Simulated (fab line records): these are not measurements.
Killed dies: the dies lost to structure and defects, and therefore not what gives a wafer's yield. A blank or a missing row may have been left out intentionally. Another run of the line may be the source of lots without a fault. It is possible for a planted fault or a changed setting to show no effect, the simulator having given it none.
Chamber matching || flow nandHarc || rieDiel-01 running NHARC_A_M1_STRIP_18: 4 sister chambers
The step strips in N2/H2. 8 wafers are shown with their chamber, then 9 later ones without.

== WAFERS, EACH WITH ITS CHAMBER ==
{"wafer": "L078.5", "chamber": 0, "oesProductAu (a.u.)": 0.997, "rfVppV (V)": 89.8}
{"wafer": "L083.2", "chamber": 3, "oesProductAu (a.u.)": 0.998, "rfVppV (V)": 90.3}
{"wafer": "L085.2", "chamber": 2, "oesProductAu (a.u.)": 0.998, "rfVppV (V)": 90.0}
{"wafer": "L085.3", "chamber": 1, "oesProductAu (a.u.)": 1.012, "rfVppV (V)": 90.1}
{"wafer": "L085.4", "chamber": 3, "oesProductAu (a.u.)": 0.984, "rfVppV (V)": 90.8}
{"wafer": "L087.1", "chamber": 2, "oesProductAu (a.u.)": 1.007, "rfVppV (V)": 89.0}
{"wafer": "L087.3", "chamber": 1, "oesProductAu (a.u.)": 0.999, "rfVppV (V)": 91.4}
{"wafer": "L087.6", "chamber": 0, "oesProductAu (a.u.)": 1.009, "rfVppV (V)": 91.1}

== WAFERS WITHOUT THEIR CHAMBER ==
{"wafer": "L086.1", "oesProductAu (a.u.)": 0.994, "rfVppV (V)": 91.2}
{"wafer": "L086.3", "oesProductAu (a.u.)": 1.002, "rfVppV (V)": 89.9}
{"wafer": "L086.4", "oesProductAu (a.u.)": 0.995, "rfVppV (V)": 91.3}
{"wafer": "L090.2", "oesProductAu (a.u.)": 1.005, "rfVppV (V)": 90.6}
{"wafer": "L090.5", "oesProductAu (a.u.)": 1.012, "rfVppV (V)": 90.3}
{"wafer": "L090.6", "oesProductAu (a.u.)": 0.999, "rfVppV (V)": 91.1}
{"wafer": "L092.2", "oesProductAu (a.u.)": 0.991, "rfVppV (V)": 93.0}
{"wafer": "L092.3", "oesProductAu (a.u.)": 0.993, "rfVppV (V)": 89.4}
{"wafer": "L092.6", "oesProductAu (a.u.)": 0.993, "rfVppV (V)": 91.7}

== WHICH CHAMBER EACH ONE RAN IN ==
{"wafer": "L086.1", "from the rows above": "can't be placed: 3 or 0 or 1 or 2", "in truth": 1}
{"wafer": "L086.3", "from the rows above": "can't be placed: 2 or 0 or 1 or 3", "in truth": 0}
{"wafer": "L086.4", "from the rows above": "can't be placed: 3 or 1 or 0 or 2", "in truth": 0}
{"wafer": "L090.2", "from the rows above": "can't be placed: 1 or 0 or 2 or 3", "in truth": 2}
{"wafer": "L090.5", "from the rows above": "can't be placed: 1 or 0 or 2 or 3", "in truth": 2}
{"wafer": "L090.6", "from the rows above": "can't be placed: 1 or 0 or 3 or 2", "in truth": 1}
{"wafer": "L092.2", "from the rows above": "can't be placed: 3 or 1 or 0 or 2", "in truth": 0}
{"wafer": "L092.3", "from the rows above": "can't be placed: 2 or 3 or 0 or 1", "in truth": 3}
{"wafer": "L092.6", "from the rows above": "can't be placed: 3 or 1 or 0 or 2", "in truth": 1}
Correctly placed: 0 of 9. Unplaceable from these rows: 9, with the true chamber sitting among the candidates in 9. 0 placed wrongly.
How it was worked out, from the rows above alone: a wafer's distance from a chamber is the root of the sum, over the readings, of the square of ((its reading less the chamber's mean) divided by the reading's scatter). The wafer belongs to the nearest chamber; if the next one is less than 2 further off, it can't be placed. For every chamber, the mean is computed from those of its wafers that are shown. How the scatter is found: for the shown wafers, subtract from each reading the mean of its chamber, square and add these, divide the total by (wafers less chambers), then take the root.
